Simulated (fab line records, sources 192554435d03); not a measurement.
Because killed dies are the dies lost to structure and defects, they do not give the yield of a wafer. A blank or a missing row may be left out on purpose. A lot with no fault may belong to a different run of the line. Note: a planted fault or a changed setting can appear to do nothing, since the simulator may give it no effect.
What tool caused it? | flow n5Finfet | Sampling: 24 lots, 72 wafers, 5 of 1938 route steps

== WHAT EACH GAUGE READ, for each wafer ==
N5_SDB_THK_MEAS_31. Usual: SDB_THK 64.3 nm, standard deviation 1.
lot  | measured    | on           | SDB_THK (nm)   | flag
L074 | day 3 21:01 | filmMetro-01 | 64.3 63.6 64.6 | 
L075 | day 4 02:14 | filmMetro-01 | 63.9 63.6 64.2 | 
L076 | day 4 11:32 | filmMetro-01 | 62.9 63.0 62.8 | 
L077 | day 4 15:40 | filmMetro-02 | 64.1 64.7 65.4 | 
L078 | day 5 01:58 | filmMetro-02 | 65.7 64.8 64.9 | 
L079 | day 5 05:45 | filmMetro-01 | 64.7 64.2 66.1 | 
L080 | day 5 15:04 | filmMetro-02 | 65.2 65.8 65.1 | 
L081 | day 5 19:34 | filmMetro-01 | 64.0 64.5 64.3 | 
L082 | day 6 04:39 | filmMetro-02 | 62.9 63.6 63.6 | 
L083 | day 6 06:50 | filmMetro-01 | 63.8 62.1 63.0 | 
L084 | day 6 17:01 | filmMetro-01 | 63.7 63.5 63.0 | 
L085 | day 7 01:54 | filmMetro-02 | 63.6 62.8 63.0 | 
L086 | day 7 05:49 | filmMetro-02 | 65.1 65.2 64.0 | 
L087 | day 7 11:27 | filmMetro-02 | 64.9 65.4 65.4 | 
L088 | day 7 13:10 | filmMetro-01 | 64.8 64.8 64.3 | 
L089 | day 7 19:06 | filmMetro-01 | 64.2 65.8 66.4 | 
L090 | day 7 23:56 | filmMetro-02 | 63.2 64.1 62.8 | 
L091 | day 8 06:35 | filmMetro-01 | 64.7 64.8 65.7 | 
L092 | day 8 08:20 | filmMetro-02 | 64.8 64.4 64.2 | 
L093 | day 8 18:38 | filmMetro-02 | 65.1 65.5 65.7 | 
L094 | day 9 02:11 | filmMetro-02 | 64.0 63.0 63.9 | 
L095 | day 9 07:09 | filmMetro-01 | 65.0 64.9 64.2 | 
L096 | day 9 13:53 | filmMetro-01 | 63.1 64.1 64.4 | 
L097 | day 9 14:51 | filmMetro-01 | 64.8 64.7 63.4 | 

== WHAT TOOL EACH LOT RAN ON (gives the tool, then ch and the chambers of the sampled wafers, and finally the start) ==
lot  | N5_SPACER0_ALD_07               | N5_SPACER0_ALD_08               | N5_SD_EPI_P_ETCH_47              | N5_SDB_ETCH_25
L074 | aldSin-01 ch 2,3, day 2 23:16   | aldSin-01 ch 2,3, day 2 23:41   | rieDiel-04 ch 1,2, day 3 05:38   | rieDiel-05 ch 2,3, day 3 17:32
L075 | aldSin-04 ch 0,1, day 3 04:44   | aldSin-04 ch 0,1, day 3 05:08   | rieDiel-02 ch 1,3, day 3 11:17   | rieDiel-05 ch 0,2,3, day 3 22:57
L076 | aldSin-01 ch 2,3, day 3 14:05   | aldSin-01 ch 2,3, day 3 14:29   | rieDiel-02 ch 2,3, day 3 20:36   | rieDiel-05 ch 0,2,3, day 4 08:15
L077 | aldSin-01 ch 0,3, day 3 17:43   | aldSin-01 ch 0,3, day 3 18:07   | rieDiel-06 ch 0,1, day 3 23:43   | rieDiel-05 ch 0,1,3, day 4 12:22
L078 | aldSin-04 ch 0,3, day 4 03:04   | aldSin-04 ch 0,3, day 4 03:28   | rieDiel-04 ch 0,1,2, day 4 08:59 | rieDiel-01 ch 1,2, day 4 22:22
L079 | aldSin-02 ch 0,3, day 4 04:58   | aldSin-02 ch 0,3, day 4 05:22   | rieDiel-04 ch 0,2,3, day 4 11:16 | rieDiel-05 ch 0,1,3, day 4 23:08
L080 | aldSin-01 ch 1,3, day 4 15:12   | aldSin-01 ch 1,3, day 4 15:37   | rieDiel-06 ch 1,2,3, day 4 22:10 | rieDiel-03 ch 0,1,2, day 5 11:46
L081 | aldSin-01 ch 1,3, day 4 22:23   | aldSin-01 ch 1,3, day 4 22:47   | rieDiel-06 ch 2,3, day 5 04:40   | rieDiel-03 ch 0,2, day 5 16:08
L082 | aldSin-01 ch 0,3, day 5 05:31   | aldSin-01 ch 0,3, day 5 05:56   | rieDiel-04 ch 2,3, day 5 12:23   | rieDiel-01 ch 0,1,3, day 6 01:21
L083 | aldSin-01 ch 1,2,3, day 5 09:53 | aldSin-01 ch 1,2,3, day 5 10:17 | rieDiel-02 ch 0,1,3, day 5 16:05 | rieDiel-05 ch 0,1,3, day 6 03:32
L084 | aldSin-01 ch 2,3, day 5 19:06   | aldSin-01 ch 2,3, day 5 19:31   | rieDiel-04 ch 1,2,3, day 6 01:14 | rieDiel-05 ch 1,2,3, day 6 13:43
L085 | aldSin-01 ch 1,3, day 6 04:47   | aldSin-01 ch 1,3, day 6 05:11   | rieDiel-06 ch 0,2, day 6 10:48   | rieDiel-03 ch 0,2,3, day 6 22:34
L086 | aldSin-02 ch 0,3, day 6 08:14   | aldSin-02 ch 0,3, day 6 08:38   | rieDiel-02 ch 0,3, day 6 14:28   | rieDiel-05 ch 0,3, day 7 02:29
L087 | aldSin-02 ch 1,3, day 6 12:32   | aldSin-02 ch 1,3, day 6 12:56   | rieDiel-02 ch 1,2,3, day 6 18:31 | rieDiel-01 ch 0,2, day 7 07:38
L088 | aldSin-01 ch 0,1, day 6 14:07   | aldSin-01 ch 0,1, day 6 14:31   | rieDiel-02 ch 2,3, day 6 20:29   | rieDiel-03 ch 0,1,2, day 7 09:11
L089 | aldSin-01 ch 0,1,2, day 6 20:54 | aldSin-01 ch 0,1,2, day 6 21:19 | rieDiel-04 ch 0,1,3, day 7 03:07 | rieDiel-01 ch 0,2,3, day 7 15:44
L090 | aldSin-01 ch 1,3, day 7 00:14   | aldSin-01 ch 1,3, day 7 00:38   | rieDiel-02 ch 1,2, day 7 07:07   | rieDiel-05 ch 2,3, day 7 20:38
L091 | aldSin-01 ch 1,2,3, day 7 08:09 | aldSin-01 ch 1,2,3, day 7 08:34 | rieDiel-02 ch 0,2,3, day 7 15:41 | rieDiel-05 ch 1,2,3, day 8 03:14
L092 | aldSin-02 ch 1,2,3, day 7 10:52 | aldSin-02 ch 1,2,3, day 7 11:17 | rieDiel-02 ch 1,3, day 7 17:19   | rieDiel-05 ch 1,3, day 8 05:01
L093 | aldSin-01 ch 1,2, day 7 19:02   | aldSin-01 ch 1,2, day 7 19:27   | rieDiel-06 ch 2,3, day 8 01:04   | rieDiel-05 ch 0,1,2, day 8 14:57
L094 | aldSin-02 ch 1,3, day 8 03:27   | aldSin-02 ch 1,3, day 8 03:52   | rieDiel-02 ch 0,1,2, day 8 10:12 | rieDiel-03 ch 1,3, day 8 22:53
L095 | aldSin-01 ch 0,3, day 8 08:16   | aldSin-01 ch 0,3, day 8 08:40   | rieDiel-02 ch 0,1,3, day 8 15:46 | rieDiel-05 ch 1,2,3, day 9 03:49
L096 | aldSin-02 ch 0,3, day 8 14:04   | aldSin-02 ch 0,3, day 8 14:29   | rieDiel-04 ch 0,1, day 8 20:35   | rieDiel-03 ch 0,2,3, day 9 10:14
L097 | aldSin-02 ch 0,1,2, day 8 18:19 | aldSin-02 ch 0,1,2, day 8 18:43 | rieDiel-04 ch 0,2,3, day 9 00:13 | rieDiel-05 ch 0,2,3, day 9 11:35
- N5_SPACER0_ALD_07: deposits SiNx, target thk 2 nm.
- N5_SPACER0_ALD_08: deposits SiNx, target thk 2 nm.
- N5_SD_EPI_P_ETCH_47: etches SiOCN in CH3F/O2, target depth 25 nm.
- N5_SDB_ETCH_25: etches SiO2 in C4F6/O2, target depth 10 nm, time 3.3 s.

== AS READ BY THE TOOLS THEMSELVES (means over the sampled wafers that have a number; for cases with no such wafer, the mark the record gives instead) ==
N5_SPACER0_ALD_07. Usual: 858 W for heaterPowerW, sd 160.
lot  | tool      | heaterPowerW (W) | flag
L074 | aldSin-01 | 1024             | 
L075 | aldSin-04 | 783              | 
L076 | aldSin-01 | 904              | 
L077 | aldSin-01 | 1006             | 
L078 | aldSin-04 | 700              | 
L079 | aldSin-02 | 854              | 
L080 | aldSin-01 | 902              | 
L081 | aldSin-01 | 879              | 
L082 | aldSin-01 | 873              | 
L083 | aldSin-01 | 886              | 
L084 | aldSin-01 | 1029             | 
L085 | aldSin-01 | 1034             | 
L086 | aldSin-02 | 816              | 
L087 | aldSin-02 | 828              | 
L088 | aldSin-01 | 742              | 
L089 | aldSin-01 | 756              | 
L090 | aldSin-01 | 1030             | 
L091 | aldSin-01 | 898              | 
L092 | aldSin-02 | 910              | 
L093 | aldSin-01 | 755              | 
L094 | aldSin-02 | 827              | 
L095 | aldSin-01 | 1023             | 
L096 | aldSin-02 | 816              | 
L097 | aldSin-02 | 907              | 

N5_SPACER0_ALD_08. Usual: 861 W for heaterPowerW, sd 160.
lot  | tool      | heaterPowerW (W) | flag
L074 | aldSin-01 | 1018             | 
L075 | aldSin-04 | 784              | 
L076 | aldSin-01 | 906              | 
L077 | aldSin-01 | 1032             | 
L078 | aldSin-04 | 702              | 
L079 | aldSin-02 | 848              | 
L080 | aldSin-01 | 888              | 
L081 | aldSin-01 | 891              | 
L082 | aldSin-01 | 873              | 
L083 | aldSin-01 | 902              | 
L084 | aldSin-01 | 1030             | 
L085 | aldSin-01 | 1012             | 
L086 | aldSin-02 | 813              | 
L087 | aldSin-02 | 839              | 
L088 | aldSin-01 | 741              | 
L089 | aldSin-01 | 758              | 
L090 | aldSin-01 | 1044             | 
L091 | aldSin-01 | 895              | 
L092 | aldSin-02 | 922              | 
L093 | aldSin-01 | 761              | 
L094 | aldSin-02 | 847              | 
L095 | aldSin-01 | 1022             | 
L096 | aldSin-02 | 820              | 
L097 | aldSin-02 | 905              | 

N5_SD_EPI_P_ETCH_47. Usual: drypumpMotorCurrentA 5.79 A, standard deviation 0.28; oes_o_777_au 0.77 a.u., standard deviation 0.075; oesProductAu 0.77 a.u., standard deviation 0.081; rfVppV 127.6 V, standard deviation 1.4; showerheadPlenumPTorr 2.01 Torr, standard deviation 0.063; throttleValvePct 16.41 %, standard deviation 0.27.
lot  | tool       | drypumpMotorCurrentA (A) | oes_o_777_au (a.u.) | oesProductAu (a.u.) | rfVppV (V) | showerheadPlenumPTorr (Torr) | throttleValvePct (%) | flag
L074 | rieDiel-04 | 6.11                     | 0.70                | 0.69                | 125.8      | 1.91                         | 16.53                | 
L075 | rieDiel-02 | 5.79                     | 0.73                | 0.72                | 128.4      | 2.01                         | 16.56                | 
L076 | rieDiel-02 | 5.49                     | 0.74                | 0.73                | 126.0      | 2.02                         | 16.34                | 
L077 | rieDiel-06 | 5.91                     | 0.73                | 0.71                | 129.3      | 2.06                         | 16.45                | 
L078 | rieDiel-04 | 5.96                     | 0.82                | 0.82                | 127.7      | 1.98                         | 16.32                | 
L079 | rieDiel-04 | 5.70                     | 0.84                | 0.84                | 126.7      | 2.01                         | 16.24                | 
L080 | rieDiel-06 | 5.96                     | 0.78                | 0.77                | 128.8      | 2.03                         | 16.39                | 
L081 | rieDiel-06 | 6.03                     | 0.81                | 0.82                | 128.7      | 1.99                         | 16.39                | 
L082 | rieDiel-04 | 5.69                     | 0.88                | 0.89                | 127.5      | 1.97                         | 15.93                | 
L083 | rieDiel-02 | 5.85                     | 0.73                | 0.73                | 127.1      | 2.02                         | 16.56                | 
L084 | rieDiel-04 | 5.84                     | 0.89                | 0.89                | 127.9      | 2.03                         | 16.17                | 
L085 | rieDiel-06 | 5.82                     | 0.72                | 0.71                | 128.1      | 2.07                         | 16.62                | 
L086 | rieDiel-02 | 5.92                     | 0.75                | 0.74                | 126.7      | 2.02                         | 16.55                | 
L087 | rieDiel-02 | 5.59                     | 0.73                | 0.72                | 127.7      | 1.99                         | 16.43                | 
L088 | rieDiel-02 | 5.51                     | 0.72                | 0.72                | 126.3      | 2.01                         | 16.39                | 
L089 | rieDiel-04 | 5.85                     | 0.83                | 0.82                | 127.8      | 2.06                         | 16.49                | 
L090 | rieDiel-02 | 5.70                     | 0.74                | 0.74                | 127.9      | 1.96                         | 16.48                | 
L091 | rieDiel-02 | 5.68                     | 0.75                | 0.74                | 127.4      | 1.99                         | 16.42                | 
L092 | rieDiel-02 | 5.79                     | 0.71                | 0.70                | 127.0      | 2.00                         | 16.61                | 
L093 | rieDiel-06 | 5.89                     | 0.77                | 0.77                | 128.8      | 2.03                         | 16.45                | 
L094 | rieDiel-02 | 5.76                     | 0.75                | 0.75                | 127.3      | 1.97                         | 16.47                | 
L095 | rieDiel-02 | 5.87                     | 0.71                | 0.72                | 126.7      | 2.01                         | 16.60                | 
L096 | rieDiel-04 | 6.11                     | 0.88                | 0.88                | 128.5      | 2.11                         | 16.43                | 
L097 | rieDiel-04 | 5.70                     | 0.80                | 0.80                | 127.5      | 2.00                         | 16.31                | 

N5_SDB_ETCH_25. Usual: drypumpMotorCurrentA 5.8 A, standard deviation 0.48; oes_o_777_au 0.75 a.u., standard deviation 0.065; oesProductAu 0.75 a.u., standard deviation 0.065; rfVppV 661 V, standard deviation 4.7; showerheadPlenumPTorr 2.87 Torr, standard deviation 0.08; throttleValvePct 21.15 %, standard deviation 0.18.
lot  | tool       | drypumpMotorCurrentA (A) | oes_o_777_au (a.u.) | oesProductAu (a.u.) | rfVppV (V) | showerheadPlenumPTorr (Torr) | throttleValvePct (%) | flag
L074 | rieDiel-05 | 6.0                      | 0.74                | 0.74                | 657        | 2.85                         | 21.24                | 
L075 | rieDiel-05 | 5.6                      | 0.74                | 0.74                | 659        | 2.88                         | 21.22                | 
L076 | rieDiel-05 | 5.6                      | 0.74                | 0.74                | 660        | 2.88                         | 21.23                | 
L077 | rieDiel-05 | 5.6                      | 0.74                | 0.74                | 660        | 2.87                         | 21.20                | 
L078 | rieDiel-01 | 5.9                      | 0.77                | 0.78                | 664        | 2.83                         | 20.97                | 
L079 | rieDiel-05 | 5.6                      | 0.73                | 0.74                | 660        | 2.87                         | 21.20                | 
L080 | rieDiel-03 | 6.2                      | 0.84                | 0.83                | 662        | 2.92                         | 21.08                | 
L081 | rieDiel-03 | 6.5                      | 0.80                | 0.80                | 662        | 2.89                         | 21.29                | 
L082 | rieDiel-01 | 5.6                      | 0.75                | 0.75                | 665        | 2.89                         | 20.92                | 
L083 | rieDiel-05 | 5.6                      | 0.73                | 0.73                | 660        | 2.86                         | 21.22                | 
L084 | rieDiel-05 | 5.9                      | 0.72                | 0.72                | 658        | 2.83                         | 21.27                | 
L085 | rieDiel-03 | 6.4                      | 0.82                | 0.81                | 660        | 2.83                         | 21.17                | 
L086 | rieDiel-05 | 5.3                      | 0.73                | 0.72                | 661        | 2.90                         | 21.24                | 
L087 | rieDiel-01 | 5.5                      | 0.74                | 0.73                | 669        | 2.94                         | 20.91                | 
L088 | rieDiel-03 | 6.2                      | 0.81                | 0.81                | 662        | 2.91                         | 21.10                | 
L089 | rieDiel-01 | 5.3                      | 0.78                | 0.78                | 669        | 2.97                         | 20.89                | 
L090 | rieDiel-05 | 6.0                      | 0.72                | 0.70                | 656        | 2.84                         | 21.31                | 
L091 | rieDiel-05 | 6.0                      | 0.71                | 0.71                | 657        | 2.82                         | 21.27                | 
L092 | rieDiel-05 | 5.9                      | 0.71                | 0.71                | 657        | 2.81                         | 21.23                | 
L093 | rieDiel-05 | 5.9                      | 0.71                | 0.70                | 658        | 2.85                         | 21.25                | 
L094 | rieDiel-03 | 6.1                      | 0.79                | 0.79                | 663        | 2.82                         | 20.99                | 
L095 | rieDiel-05 | 5.9                      | 0.70                | 0.70                | 658        | 2.82                         | 21.29                | 
L096 | rieDiel-03 | 6.4                      | 0.79                | 0.79                | 660        | 2.82                         | 21.20                | 
L097 | rieDiel-05 | 5.6                      | 0.71                | 0.70                | 659        | 2.86                         | 21.31                | 

== THE ANSWER, worked out from the rows above alone ==
Rule: a lot is off if the mean of its wafers that have a number lies more than 3 standard deviations from the usual mean. Also off: a lot with no number at a reading for which 4 or more lots have one. Where the step has rows for the other lots, those lots are counted as sound. After the gauges, taken in route order, come the tools' own readings; for these a lot's mean is taken, as printed above. The first step at which some lot is off is used, and at that step the reading that is off furthest; a lot without a number counts as furthest.
Across all readings shown, no lot is off: no conclusion can be drawn from this.

== WHAT THE SIMULATOR HAD PUT IN ==
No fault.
